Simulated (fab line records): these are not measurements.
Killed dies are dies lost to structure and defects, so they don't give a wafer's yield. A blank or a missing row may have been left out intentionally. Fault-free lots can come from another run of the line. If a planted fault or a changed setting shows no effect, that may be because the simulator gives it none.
Comparing a struck lot with a sound one ; flow nand_harc ; 13 steps out of a route of 1302
Sound: these wafers, L761.2, L761.3, L761.6. Wafers L755.2, L755.5, L755.6 were the ones struck. The cause comes at the end.
Per side, at each step with rows, come the tool, then ch with its chambers, and then its first start. Under that, the readings that differ: sound wafers ; struck wafers ; difference of the means ; sigmas: that difference in standard deviations of wafers without a fault.
alike: words and numbers the same on both sides, and readings whose means are apart by under 2 such deviations; not compared: readings that were withheld, readings missing a value for some wafer, numbers with overlapping values and no deviation given by the record, and bounds like >300 which may hide the same value.
A row with sigmas, a row that says differs or no value, or rows on one side alone: a step with any of these is where the two part. Non-overlapping numbers with no deviation appear without sigmas and do not part them. A reading that every wafer of one side lacks parts them only if that side has two wafers or more.

NHARC_A_SLIT_ETCH_29: etches the open film in CF4/O2, target depth 100 nm, overetch 10 nm, time 55 s.
  sound on rie_diel-05 ch 0,2, day 28 06:14; struck on rie_diel-03 ch 0,1,2, day 26 02:58
  alike: drypump_motor_current_A, oes_product_au, rf_vpp_V, showerhead_plenum_p_Torr, throttle_valve_pct
  not compared: rf_hours_counter_h
NHARC_A_SLIT_STRIP_18: strips in O2.
  sound: rie_diel-05 ch 2,3; struck: rie_diel-03 ch 0,1,2
  alike: drypump_motor_current_A, oes_product_au, rf_vpp_V, showerhead_plenum_p_Torr, throttle_valve_pct
  not compared: rf_hours_counter_h
then, 2 steps without rows for these wafers: NHARC_A_SLIT_PRECLEAN_19 (cleans in SC1); NHARC_A_SLIT_SRD_20.
NHARC_A_SLIT_CD_MEAS_21:
  struck on cd_sem-01, day 26 03:29; sound on cd_sem-02, day 28 06:46
  alike: cd_nm
then, 3 steps without rows for these wafers: NHARC_A_SIN_REMOVE_WET_00 (chemistry H3PO4, time 15300 s); NHARC_A_SIN_REMOVE_PRECLEAN_01 (cleans in SC1); NHARC_A_SIN_REMOVE_SRD_02.
NHARC_A_SIN_REMOVE_INSPECT_04:
  struck on defect_inspect-02, day 26 10:09; sound on defect_inspect-02, day 28 13:20
  alike: raw_defect_count
NHARC_A_WL_FILL_ALD_00: deposits Al2O3, target thk 3 nm, pulse time 3 s, ald cycles 30.
  sound on ald_hk-04 ch 1,2,3, day 28 13:27; struck on ald_hk-03 ch 0,1,2, day 26 10:18
  alike: heater_power_outer_w, heater_power_w, precursor_pulse_height_rel
NHARC_A_WL_FILL_RTA_01: time 5 s.
  sound on rtp_anneal-02 ch 0, day 28 13:41; struck on rtp_anneal-02 ch 0, day 26 10:30
  alike: lamp_power_pct, lamp_zone_3_pct, wafer_temp_C_max
NHARC_A_WL_FILL_ALD_02: deposits TiN, target thk 2 nm, pulse time 3 s, ald cycles 100.
  sound on ald_metal-03 ch 0,1,2, day 28 13:57; struck on ald_metal-03 ch 1,2, day 26 10:41
  no value came back on the struck wafers for ald_cycles, heater_power_outer_w (W), heater_power_w (W), precursor_pulse_height_rel; on the sound wafers ald_cycles reads 100 100 100
-- record jumps: 4 days between struck wafers' starts before vs after; left off in module A_WL_FILL, resumes in module END, first step shown is number 1302 of the route --
NHARC_END_SORT_01:
  only the struck wafers appear in the record here, on prober-02 ch 0 at day 30 13:04; the sound ones have no rows

WHERE THEY PART
Last at NHARC_END_SORT_01 as far as this record goes, first at NHARC_A_WL_FILL_ALD_02.

WHY: whatever the simulator had introduced
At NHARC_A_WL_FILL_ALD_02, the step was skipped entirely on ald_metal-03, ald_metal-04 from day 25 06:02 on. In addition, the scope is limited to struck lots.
